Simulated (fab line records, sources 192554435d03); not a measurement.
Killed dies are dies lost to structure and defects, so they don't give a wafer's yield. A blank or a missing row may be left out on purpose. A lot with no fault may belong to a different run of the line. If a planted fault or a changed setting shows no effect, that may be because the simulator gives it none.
Split-lot experiment | flow n5-finfet | 21 wafers read from 7 lots, route of 1938 steps

== THE SPLIT ITSELF ==
At N5_PASSIVATION_PASS_ETCH_47 (etches SiNx in CF4/O2, target depth 770 nm, time 385 s), the setting source-w was moved away from the recipe's 535 W on 7 of the 21 wafers read, by -17.5% to +15.8%. This setting was run at the recipe's value on the other wafers.

The reading is taken at the split's own step.

== THE READING ==
rf-vpp-V, in V, at N5_PASSIVATION_PASS_ETCH_47 (etches SiNx in CF4/O2, target depth 770 nm, time 385 s). Typical for fault-free wafers on this fab line: 242 V, with standard deviation 3.4 V.

wafer  | tool, chamber at the split | source-w as run, W | against the recipe | rf-vpp-V, V | against lot-mates on the recipe
L075.3 | rie-diel-05, 1             | 535                | recipe             | 243         | -
L075.4 | rie-diel-05, 0             | 611.7              | +14.3%             | 225         | -18
L075.6 | rie-diel-05, 1             | 611.7              | +14.3%             | 228         | -15
L078.3 | rie-diel-05, 1             | 535                | recipe             | 246         | -
L078.4 | rie-diel-05, 0             | 535                | recipe             | 239         | -
L078.6 | rie-diel-05, 0             | 535                | recipe             | 240         | -
L079.3 | rie-diel-04, 3             | 535                | recipe             | 246         | -
L079.4 | rie-diel-04, 3             | 535                | recipe             | 248         | -
L079.6 | rie-diel-04, 2             | 535                | recipe             | 244         | -
L080.1 | rie-diel-04, 0             | 471.8              | -11.8%             | 256         | +10
L080.2 | rie-diel-04, 3             | 535                | recipe             | 246         | -
L080.4 | rie-diel-04, 3             | 471.8              | -11.8%             | 265         | +19
L086.2 | rie-diel-02, 1             | 535                | recipe             | 235         | -
L086.3 | rie-diel-02, 3             | 535                | recipe             | 240         | -
L086.5 | rie-diel-02, 3             | 535                | recipe             | 239         | -
L090.1 | rie-diel-04, 2             | 619.3              | +15.8%             | 228         | -14
L090.4 | rie-diel-04, 1             | 619.3              | +15.8%             | 222         | -20
L090.6 | rie-diel-04, 0             | 535                | recipe             | 242         | -
L093.1 | rie-diel-02, 1             | 535                | recipe             | 236         | -
L093.2 | rie-diel-02, 2             | 441.5              | -17.5%             | 261         | +22
L093.6 | rie-diel-02, 3             | 535                | recipe             | 241         | -

THE FIT
A straight line over all 21 wafers: rf-vpp-V changes by -1.18 V for each +1% of source-w; r = -0.93; the points scatter about the line by 4.1 V.
The same after taking each lot's own level away (the mean of its wafers on the recipe; 21 wafers): -1.17 V for each +1%; r = -0.97; scatter 2.6 V.
According to that fit, moving source-w by its largest amount changes the reading by 21 V.
Across the lots, their own levels run from 238.0 to 246.0 V, a range of 2.4 times the standard deviation given above.
Hence the lot-to-lot level has little effect on the slope; both slopes agree.
Check: for one of the wafers moved furthest among these (-17.5%), held out of the fit, the line's prediction against its lot-mates is +20.2 V. It came out at +22.5 V against them.
Tool readings at the split's step, against how far the setting was moved: rf-vpp-V r = -0.93.

== FURTHER SPLITS ON THESE WAFERS ==
Note: prior to the reading, these wafers also went through further splits. Each is held against what the fit with the lots' levels taken away leaves over:
other split on the same wafers   | wafers away from the commonest value | r with rf-vpp-V (lot level and that fit taken away)
N5_BEOL_M13_ETCH_59 time-s       | 5                                    | +0.14
N5_BEOL_M14_ETCH_68 time-s       | 8                                    | +0.13
N5_BEOL_M14_SPUTTER_43 time-s    | 11                                   | +0.01
N5_MIM_TOP_SPUTTER_03 time-s     | 6                                    | +0.26
N5_MIM_BOT_ETCH_ETCH_04 source-w | 10                                   | -0.25

== THE WHOLE CHAIN: every reading that the file lists as answering this split, in the file's order ==
step                        | what it does                                           | reading                                                        | change (the file's fit)              | r (the file's)
N5_PASSIVATION_PASS_ETCH_47 | etches SiNx in CF4/O2, target depth 770 nm, time 385 s | rf-vpp-V                                                       | -1.18 V for each +1% of the setting  | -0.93
N5_PASSIVATION_PASS_ETCH_47 | etches SiNx in CF4/O2, target depth 770 nm, time 385 s | etch.depth-nm (the simulator's own value, which no gauge read) | +6.26 nm for each +1% of the setting | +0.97

== FILE'S OWN FIT ==
rf-vpp-V changes by -1.18 V for each +1% of source-w, r = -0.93.
